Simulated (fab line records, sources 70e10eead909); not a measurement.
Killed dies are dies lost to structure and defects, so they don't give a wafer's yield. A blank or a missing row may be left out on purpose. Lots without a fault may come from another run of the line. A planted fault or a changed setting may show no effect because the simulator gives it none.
fab line records | flow nand_harc
record lots=6 wafers=18 last_day=23
route steps=1159 shown P_M1@306 P_M2@318 END@1159
lots that met no fault: from a run of the same line without faults
start_h: hours from the record's first day to the start of the lot's first wafer shown | wait_h: hours since the lot's step before | " the same as in the row above | L1.1+2: a row that stands for several wafers | - no value, or no start given | * or withheld: withheld | < > ~ a bound
route shown NAME@n: a module of which the file shows steps, and the number in the route of the first | usual: mean/standard deviation of fault-free wafers | same: alike in all rows | chamber/n: place in a boat | sites: the reading at each site | _std_site: their standard deviation | _edge_site: outer sites' mean less inner sites' | radius_mm: how far each site lies from the wafer's centre | mask NAME#n: copy n | behind: the tool/chamber that last shaped the wafer | hold: why the lot was held/for how many hours/how that ended | device: the transistor (n, p or np) that didn't switch | end of line: the same wafers' tests at the end of the route | a step without rows: its recipe alone | killed: dies lost to structure and defects at the first sort, not the wafer's yield | map: a wafer's dies, x killed, . not, _ none there
set.NAME: the setting as run; set.NAME@STEP: as run at that earlier step | model.NAME: the simulator's own value behind a step, which no gauge read
lots at some steps of the route; a table a step, a row a wafer
services: from which hour (start_h, from the record's first day; less than 0 if before it) a tool's chamber was out of use, for how many hours, and why
## steps
# step NHARC_P_M1_PRE_CLEAN_30
# recipe time_s=30 temp_c=280 gas=H2/He
# usual heater_power_w=395/34
# columns lot.wafer tool chamber start_h wait_h heater_power_w
L743.4 pvd_sputter-01 - - - 390
L743.5 " - " " 417
L743.6 " - " " 380
L749.1 pvd_sputter-02 - - - 325
L749.6 " - " " 430
L749.5 " - " " 419
L748.2 pvd_sputter-03 - - - 416
L748.5 " - " " 431
L748.6 " - " " 408
L757.2 pvd_sputter-02 - - - 430
L757.4 " - " " 361
L757.1 " - " " 333
L755.1 pvd_sputter-01 - - - 372
L755.2 " - " " 422
L755.3 " - " " 391
L756.3 pvd_sputter-02 - - - 333
L756.5 " - " " 348
L756.6 " - " " 334
# step NHARC_P_M1_PVD_20
# recipe target_thk_a=50 bias_v=168.6 power_w=15000 chamber_pressure_pa=0.12 time_s=8.06 substrate_temp_c=50 material=TaN
# step NHARC_P_M1_PVD_21
# recipe target_thk_a=300 chamber_pressure_pa=5 power_w=5000 substrate_temp_c=30 time_s=20.49 material=Cu
# step NHARC_P_M1_ECD_22
# recipe target_thk_a=4000 bath_temp_c=25 material=Cu
# step NHARC_P_M1_ANNEAL_31
# recipe temp_c=225 time_s=90
# usual anneal_temp_c=225.00/0.17 anneal_temp_c_max=225.91/0.22 wafer_temp_C_max=226.2/0.31
# columns lot.wafer tool chamber start_h wait_h anneal_temp_c anneal_temp_c_max wafer_temp_C_max
L743.4 rtp_anneal-02 0 130.66 - 224.77 225.80 226.3
L743.5 " 0 " " 225.16 226.07 226.3
L743.6 " 0 " " 224.82 225.63 226.5
L749.1 rtp_anneal-01 0 167.92 0.3 225.19 226.06 225.8
L749.5 " 0 " " 224.85 225.82 226.2
L749.6 " 0 " " 224.92 225.93 226.0
L748.2 rtp_anneal-02 0 168.54 0.4 225.19 226.29 226.4
L748.5 " 0 " " 224.98 225.78 226.6
L748.6 " 0 " " 225.12 225.98 226.4
L757.1 rtp_anneal-01 0 199.67 0.3 224.92 225.77 225.9
L757.2 " 0 " " 225.16 225.98 226.2
L757.4 " 0 " " 224.99 225.98 226.6
L755.1 rtp_anneal-02 0 202.45 0.3 225.17 226.14 226.7
L755.2 " 0 " " 224.95 225.63 226.0
L755.3 " 0 " " 224.97 225.98 226.1
L756.3 rtp_anneal-01 0 208.82 - 225.29 226.24 226.0
L756.5 " 0 " " 225.00 225.94 226.0
L756.6 " 0 " " 225.19 226.24 225.9
# step NHARC_P_M1_CMP_23
# recipe t_overpolish_s=20 target_thk_nm=157.82
# usual motor_current_A=11.6/0.92 time_to_endpoint_s=28.9/2.7
# columns lot.wafer tool chamber start_h wait_h motor_current_A time_to_endpoint_s
L743.4 cmp-03 0 130.93 - 9.7 32.5
L743.5 " 1 " " 11.8 28.1
L743.6 " 2 " " 12.5 30.7
L749.1 cmp-03 2 168.26 - 11.6 31.4
L749.6 " 2 " " 11.2 28.8
L749.5 " 3 " " 11.5 31.9
L748.2 cmp-02 1 168.84 - 10.6 32.4
L748.6 " 1 " " 11.4 31.0
L748.5 " 2 " " 11.6 29.8
L757.1 cmp-03 0 200.02 - 9.5 30.8
L757.4 " 1 " " 12.4 24.7
L757.2 " 3 " " 11.7 27.9
L755.2 cmp-01 0 202.79 - 11.6 26.5
L755.3 " 1 " " 11.6 24.1
L755.1 " 3 " " 12.6 23.6
L756.3 cmp-01 0 209.06 - 11.4 28.0
L756.5 " 0 " " 12.0 28.2
L756.6 " 1 " " 11.6 23.5
# step NHARC_P_M1_THK_MEAS_24
# recipe thk_meas_gauge=xrf
# usual thk_nm=157.7/1.5
# columns lot.wafer tool chamber start_h wait_h thk_nm
L743.4 film_metro-01 - 131.16 - 159.5
L743.5 " - " " 157.7
L743.6 " - " " 159.2
L749.1 film_metro-01 - 168.59 - 156.9
L749.5 " - " " 158.5
L749.6 " - " " 156.2
L748.2 film_metro-02 - 169.16 - 156.8
L748.5 " - " " 155.6
L748.6 " - " " 158.9
L757.1 film_metro-02 - 200.33 - 154.9
L757.2 " - " " 158.0
L757.4 " - " " 156.3
L755.1 film_metro-02 - 203.11 - 157.3
L755.2 " - " " 159.2
L755.3 " - " " 155.3
L756.3 film_metro-01 - 209.37 - 158.5
L756.5 " - " " 157.5
L756.6 " - " " 157.2
# step NHARC_P_M1_SRD_25
# step NHARC_P_M1_INSPECT_27
# usual raw_defect_count=328/110
# columns lot.wafer tool chamber start_h wait_h raw_defect_count
L743.4 defect_inspect-02 - 131.32 0.0 248
L743.5 " - " " 265
L743.6 " - " " 322
L749.1 defect_inspect-02 - 168.74 0.0 494
L749.5 " - " " 303
L749.6 " - " " 299
L748.2 defect_inspect-02 - 169.31 0.0 346
L748.5 " - " " 335
L748.6 " - " " 362
L757.1 defect_inspect-02 - 200.49 0.0 327
L757.2 " - " " 363
L757.4 " - " " 269
L755.1 defect_inspect-02 - 203.26 0.0 375
L755.2 " - " " 244
L755.3 " - " " 189
L756.3 defect_inspect-01 - 209.53 0.0 364
L756.5 " - " " 384
L756.6 " - " " 212
# step NHARC_P_M1_PRE_CLEAN_32
# recipe time_s=12 temp_c=370 rf_power_w=300 gas=NH3
# usual heater_power_w=649/70 rf_fwd_power_W=292.5/0.92
# columns lot.wafer tool chamber start_h wait_h heater_power_w rf_fwd_power_W since_wet_clean_h
L743.4 pecvd-03 1 131.44 0.1 678 292.5 -
L743.6 " 1 " " 668 293.1 -
L743.5 " 2 " " 704 292.3 -
L749.1 pecvd-01 2 168.84 0.1 611 292.4 100
L749.6 " 0 " " 636 291.7 -
L749.5 " 1 " " 729 293.0 -
L748.2 pecvd-01 0 169.39 0.1 619 289.8 100
L748.6 " 2 " " 648 292.4 -
L748.5 " 1 " " 791 293.2 -
L757.2 pecvd-01 1 200.55 0.1 761 293.2 132
L757.1 " 0 " " 664 291.4 132
L757.4 " 1 " " 741 293.8 -
L755.3 pecvd-03 1 203.66 0.4 694 292.8 80
L755.2 " 2 " " 705 292.8 80
L755.1 " 0 " " 645 292.2 80
L756.3 pecvd-04 2 209.62 0.1 669 292.1 1
L756.6 " 1 " " 608 293.0 -
L756.5 " 2 " " 663 294.0 -
# step NHARC_P_M1_DEP_33
# recipe target_thk_a=300 temp_c=370 target_thk_nm=30 pressure_torr=3 flow_sccm=200 rf_w=450 material=SiCN
# usual chamber_pressure_Torr=3.001/0.0065 heater_power_outer_w=331/39 heater_power_w=597/69 rf_fwd_power_W=449.2/1.2
# columns lot.wafer tool chamber start_h wait_h chamber_pressure_Torr heater_power_outer_w heater_power_w rf_fwd_power_W since_wet_clean_h
L743.4 pecvd-03 1 131.65 0.2 2.997 308 601 450.8 -
L743.6 " 1 " " 2.996 315 603 451.0 -
L743.5 " 2 " " 3.001 403 663 447.8 -
L749.1 pecvd-01 2 168.98 0.1 2.993 376 650 447.9 100
L749.6 " 0 " " 3.013 288 556 449.9 -
L749.5 " 1 " " 3.008 399 720 446.6 -
L748.2 pecvd-01 0 169.50 0.1 3.014 295 547 448.1 101
L748.6 " 2 " " 3.015 346 606 450.8 -
L748.5 " 1 " " 2.994 384 702 449.3 -
L757.2 pecvd-01 1 200.64 0.1 3.011 408 721 448.5 132
L757.1 " 0 " " 2.999 323 592 448.6 132
L757.4 " 1 " " 3.002 417 748 449.4 -
L755.3 pecvd-03 1 203.74 0.1 3.004 311 611 447.8 80
L755.2 " 2 " " 3.013 370 616 451.4 80
L755.1 " 0 " " 2.991 258 536 451.2 80
L756.3 pecvd-04 2 209.76 0.1 2.992 365 650 449.3 1
L756.6 " 1 " " 2.985 292 538 451.3 -
L756.5 " 2 " " 2.994 357 645 447.5 -
# step NHARC_P_M2_DEP_00
# recipe target_thk_a=1825 target_thk_nm=182.5 temp_c=withheld pressure_torr=5 flow_sccm=200 rf_w=600 material=SiOC
# usual chamber_pressure_Torr=5.002/0.012 rf_fwd_power_W=598.8/1.9
# columns lot.wafer tool chamber start_h wait_h chamber_pressure_Torr rf_fwd_power_W since_wet_clean_h
L743.6 pecvd-01 2 132.36 0.5 5.013 602.4 -
L743.4 " 0 " " 5.001 599.8 -
L743.5 " 1 " " 4.979 601.9 -
L749.1 pecvd-03 0 169.35 - - - -
L749.5 " 0 " " - - -
L749.6 " 1 " " - - -
L748.2 pecvd-04 1 169.87 - - - -
L748.5 " 1 " " - - -
L748.6 " 2 " " - - -
L757.1 pecvd-03 0 201.05 - 5.021 598.4 77
L757.2 " 2 " " 4.992 595.2 77
L757.4 " 0 " " 5.008 598.1 -
L755.1 pecvd-03 0 204.13 - 5.004 597.0 80
L755.2 " 1 " " 5.004 599.0 80
L755.3 " 2 " " 5.007 598.2 80
L756.3 pecvd-04 0 210.16 - 4.997 599.2 2
L756.6 " 1 " " 5.028 600.0 -
L756.5 " 0 " " 4.993 599.4 -
# step NHARC_P_M2_DEHYDRATE_01
# recipe temp_c=150 time_s=120
# step NHARC_END_SORT_01
# recipe temp_c=25
# usual defect_limited_yield=95.7/1.4 killed_at_array=25/9.2 killed_at_other=0.9/1.3 killed_at_periphery=3.3/2.3 killed_dies=29/9.6 killed_open=3.2/1.8 killed_short=2/1.4 sort_bin_2_pct=1.3/0.65 sort_bin_3_pct=0.25/0.21 sort_bin_4_pct=2.8/0.9 sort_n_pass=648/9.6 sort_rim_yield_pct=94/3 sort_yield_pct=95.7/1.4
# same gross_dies=677 sort_bin_5_pct[%]=0 sort_bin_6_pct[%]=0 sort_bin_7_pct[%]=0 sort_bin_8_pct[%]=0 sort_rim_n_gross=106.00
# columns lot.wafer tool chamber start_h wait_h defect_limited_yield[%] killed_at_array killed_at_other killed_at_periphery killed_dies killed_open killed_short sort_bin_2_pct[%] sort_bin_3_pct[%] sort_bin_4_pct[%] sort_n_pass sort_rim_yield_pct[%] sort_yield_pct[%]
L749.1 prober-02 0 470.26 2.5 0 34 0 643 677 5 4 95.4 0.59 4.0 0 0 0
L749.5 prober-02 0 473.46 3.7 0 29 1 647 677 1 2 96.2 0.59 3.2 0 0 0
L749.6 prober-02 0 474.26 4.0 0 37 0 640 677 6 3 95.9 0.30 3.8 0 0 0
L748.2 prober-01 0 476.28 2.8 0 17 0 660 677 2 0 98.2 0.15 1.6 0 0 0
L748.5 prober-01 0 478.65 3.7 0 35 1 641 677 7 1 95.9 0.30 3.8 0 0 0
L748.6 prober-01 0 479.44 4.0 0 16 0 661 677 5 2 97.3 0 2.7 0 0 0
L755.1 prober-01 0 512.24 2.5 96.0 24 2 1 27 4 1 1.2 0 2.8 650 97 96.0
L755.2 prober-01 0 513.05 2.8 97.0 17 0 3 20 2 2 1.0 0.15 1.8 657 93 97.0
L755.3 prober-01 0 513.86 3.1 97.0 19 0 1 20 4 1 0.6 0.15 2.2 657 95 97.0
L757.1 prober-01 0 529.50 2.5 96.6 14 6 3 23 3 4 0.7 0.59 2.1 654 93 96.6
L757.2 prober-01 0 530.31 2.8 97.0 13 3 4 20 3 3 0.6 0.15 2.2 657 98 97.0
L757.4 prober-01 0 531.91 3.4 96.9 14 1 6 21 3 1 0.7 0 2.4 656 94 96.9
# killed by level:class
L749.1 P_M2:area_dep=640 A_CHANNEL_HOLE_D1:chamber_film_flake=11 A_STAIRCASE:chamber_film_flake=6 A_CONTACT:chamber_film_flake=6 A_SLIT:chamber_film_flake=3 P_M0:geometric_particle:open=2 A_M0:chamber_film_flake=2 P_CONTACT:geometric_particle:short=1
L749.5 P_M2:area_dep=646 A_SLIT:chamber_film_flake=7 A_CHANNEL_HOLE_D1:chamber_film_flake=6 A_CONTACT:chamber_film_flake=6 A_STAIRCASE:chamber_film_flake=5 A_BONDPAD:chamber_film_flake=2 P_M0:geometric_particle:open=1 A_CHANNEL_FILL_D1:geometric_particle:short=1
L749.6 P_M2:area_dep=637 A_CHANNEL_HOLE_D1:chamber_film_flake=16 A_SLIT:chamber_film_flake=8 A_STAIRCASE:chamber_film_flake=4 P_M0:geometric_particle:open=2 A_CONTACT:chamber_film_flake=2 P_CONTACT:geometric_particle:open=1 A_CHANNEL_FILL_D1:geometric_particle:short=1
L748.2 P_M2:area_dep=659 A_CHANNEL_HOLE_D1:chamber_film_flake=11 A_STAIRCASE:chamber_film_flake=3 A_ONON_D1:geometric_particle:open=1 A_WL_FILL:geometric_particle:open=1 P_STI:chamber_film_flake=1 A_CONTACT:chamber_film_flake=1
L748.5 P_M2:area_dep=637 A_CHANNEL_HOLE_D1:chamber_film_flake=23 A_STAIRCASE:chamber_film_flake=6 A_M0:geometric_particle:open=2 A_CONTACT:chamber_film_flake=2 P_CONTACT:geometric_particle:open=1 P_M0:geometric_particle:open=1 P_M1:geometric_particle:open=1
L748.6 P_M2:area_dep=653 A_CHANNEL_HOLE_D1:chamber_film_flake=9 P_STI:chamber_film_flake=3 A_WL_FILL:geometric_particle:open=2 P_GATE:chamber_film_flake=2 P_STI:geometric_particle:short=1 P_M0:geometric_particle:open=1 A_ONON_D1:geometric_particle:short=1
L755.1 A_CHANNEL_HOLE_D1:chamber_film_flake=6 A_STAIRCASE:chamber_film_flake=5 A_CONTACT:chamber_film_flake=4 A_CONTACT:geometric_particle:open=2 A_SGD_CUT:chamber_film_flake=2 THIN_TSV:chamber_film_flake=2 A_SGD_CUT:geometric_particle:open=1 A_M0:geometric_particle:open=1
L755.2 A_CHANNEL_HOLE_D1:chamber_film_flake=6 A_STAIRCASE:chamber_film_flake=3 A_SGD_CUT:chamber_film_flake=3 A_CONTACT:chamber_film_flake=2 P_M0:geometric_particle:open=1 P_M2:geometric_particle:short=1 A_CHANNEL_FILL_D1:geometric_particle:open=1 A_CONTACT:geometric_particle:short=1
L755.3 A_STAIRCASE:chamber_film_flake=6 A_SGD_CUT:chamber_film_flake=3 A_CONTACT:chamber_film_flake=3 A_ONON_D1:geometric_particle:short=1 A_ONON_D1:geometric_particle:open=1 A_CHANNEL_FILL_D1:geometric_particle:open=1 A_CONTACT:geometric_particle:open=1 A_BLC:geometric_particle:open=1
L757.1 THIN_TSV:chamber_film_flake=6 A_CHANNEL_HOLE_D1:chamber_film_flake=3 A_STAIRCASE:chamber_film_flake=3 A_CONTACT:chamber_film_flake=2 P_GATE:geometric_particle:open=1 P_M0:geometric_particle:open=1 A_CHANNEL_FILL_D1:geometric_particle:short=1 A_CHANNEL_FILL_D1:geometric_particle:open=1
L757.2 A_CHANNEL_HOLE_D1:chamber_film_flake=3 A_STAIRCASE:chamber_film_flake=3 THIN_TSV:chamber_film_flake=3 P_CONTACT:chamber_film_flake=2 P_CONTACT:geometric_particle:open=1 A_CHANNEL_FILL_D1:geometric_particle:open=1 A_CHANNEL_FILL_D1:geometric_particle:short=1 A_WL_FILL:geometric_particle:short=1
L757.4 A_CHANNEL_HOLE_D1:chamber_film_flake=5 A_STAIRCASE:chamber_film_flake=3 A_CONTACT:chamber_film_flake=3 P_CONTACT:chamber_film_flake=2 P_GATE:geometric_particle:short=1 P_M0:geometric_particle:open=1 P_M1:geometric_particle:open=1 A_CONTACT:geometric_particle:open=1
# map L748.2 (x killed, . not)
____________x____________
_________xxxxxxx_________
_______xxxxxxxxxxx_______
______xxxxxxxxxxxxx______
_____xxxxxxxxxxxxxxx_____
____xxxxxxxxxxxxxxxxx____
____xxxxxxxxxxxxxxxxx____
___xxxxxxxxxxxxxxxxxxx___
___xxxxxxxxxxxxxxxxxxx___
__xxxxxxxxxxxxxxxxxxxxx__
__xxxxxxxxxxxxxxxxxxxxx__
_xxxxxxxxxxxxxxxxxxxxxxx_
_xxxxxxxxxxxxxxxxxxxxxxx_
_xxxxxxxxxxxxxxxxxxxxxxx_
_xxxxxxxxxxxxxxxxxxxxxxx_
_xxxxxxxxxxxxxxxxxxxxxxx_
xxxxxxxxxxxxxxxxxxxxxxxxx
xxxxxxxxxxxxxxxxxxxxxxxxx
xxxxxxxxxxxxxxxxxxxxxxxxx
xxxxxxxxxxxxxxxxxxxxxxxxx
xxxxxxxxxxxxxxxxxxxxxxxxx
_xxxxxxxxxxxxxxxxxxxxxxx_
_xxxxxxxxxxxxxxxxxxxxxxx_
_xxxxxxxxxxxxxxxxxxxxxxx_
_xxxxxxxxxxxxxxxxxxxxxxx_
_xxxxxxxxxxxxxxxxxxxxxxx_
__xxxxxxxxxxxxxxxxxxxxx__
__xxxxxxxxxxxxxxxxxxxxx__
___xxxxxxxxxxxxxxxxxxx___
___xxxxxxxxxxxxxxxxxxx___
____xxxxxxxxxxxxxxxxx____
____xxxxxxxxxxxxxxxxx____
_____xxxxxxxxxxxxxxx_____
______xxxxxxxxxxxxx______
_______xxxxxxxxxxx_______
_________xxxxxxx_________
____________x____________
# map L749.1 (x killed, . not)
____________x____________
_________xxxxxxx_________
_______xxxxxxxxxxx_______
______xxxxxxxxxxxxx______
_____xxxxxxxxxxxxxxx_____
____xxxxxxxxxxxxxxxxx____
____xxxxxxxxxxxxxxxxx____
___xxxxxxxxxxxxxxxxxxx___
___xxxxxxxxxxxxxxxxxxx___
__xxxxxxxxxxxxxxxxxxxxx__
__xxxxxxxxxxxxxxxxxxxxx__
_xxxxxxxxxxxxxxxxxxxxxxx_
_xxxxxxxxxxxxxxxxxxxxxxx_
_xxxxxxxxxxxxxxxxxxxxxxx_
_xxxxxxxxxxxxxxxxxxxxxxx_
_xxxxxxxxxxxxxxxxxxxxxxx_
xxxxxxxxxxxxxxxxxxxxxxxxx
xxxxxxxxxxxxxxxxxxxxxxxxx
xxxxxxxxxxxxxxxxxxxxxxxxx
xxxxxxxxxxxxxxxxxxxxxxxxx
xxxxxxxxxxxxxxxxxxxxxxxxx
_xxxxxxxxxxxxxxxxxxxxxxx_
_xxxxxxxxxxxxxxxxxxxxxxx_
_xxxxxxxxxxxxxxxxxxxxxxx_
_xxxxxxxxxxxxxxxxxxxxxxx_
_xxxxxxxxxxxxxxxxxxxxxxx_
__xxxxxxxxxxxxxxxxxxxxx__
__xxxxxxxxxxxxxxxxxxxxx__
___xxxxxxxxxxxxxxxxxxx___
___xxxxxxxxxxxxxxxxxxx___
____xxxxxxxxxxxxxxxxx____
____xxxxxxxxxxxxxxxxx____
_____xxxxxxxxxxxxxxx_____
______xxxxxxxxxxxxx______
_______xxxxxxxxxxx_______
_________xxxxxxx_________
____________x____________
## services
# columns tool chamber start_h hours kind
pecvd-03 - 111.00 13.0 pm
pecvd-03 0 111.00 23.2 vent_cycle
pecvd-03 1 111.00 13.0 vent_cycle
pecvd-03 2 111.00 13.0 vent_cycle
pecvd-01 1 111.97 5.0 repair
pvd_sputter-01 - 115.81 1.2 repair
pecvd-03 1 124.00 - clean
pecvd-03 2 124.00 - clean
cmp-02 - 128.60 4.0 pm
cmp-03 - 135.50 1.4 repair
pvd_sputter-03 - 152.33 5.0 repair
cmp-03 - 156.00 4.0 pm
pvd_sputter-01 - 158.00 10.0 pm
pecvd-04 - 161.75 0.4 repair
pecvd-01 - 162.00 1.1 repair
cmp-01 - 179.50 4.0 pm
pecvd-04 - 195.70 13.0 pm
pecvd-04 0 195.70 13.0 vent_cycle
pecvd-04 1 195.70 13.0 vent_cycle
pecvd-04 2 195.70 13.0 vent_cycle
pecvd-01 2 206.82 3.9 repair
pecvd-04 0 208.70 - clean
pecvd-04 1 208.70 - clean
pecvd-04 2 208.70 - clean
## key
first_sign step=NHARC_P_M2_DEP_00 reading=tool_record direction=missing
effect step=NHARC_END_SORT_01 reading=killed_at_periphery direction=up sigmas=99+ usual=3.3 struck=648.7
more_kills_born_at NHARC_P_M2_DEP_00@pecvd-04=1949 NHARC_P_M2_DEP_00@pecvd-03=1923
met_at NHARC_P_M2_DEP_00
struck_wafers L748.2,L748.5,L748.6,L749.1,L749.5,L749.6
later_rows_left_out L748.2,L748.5,L748.6,L749.1,L749.5,L749.6
fault kind=skipped_step_whole tool=pecvd-03,pecvd-04 chamber=- onset_h=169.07 steps=NHARC_P_M2_DEP_00 scope=struck_lots_only
# later_rows_left_out: the simulator's readings of these wafers behind a module that went badly wrong aren't trusted and aren't shown, but for the sort
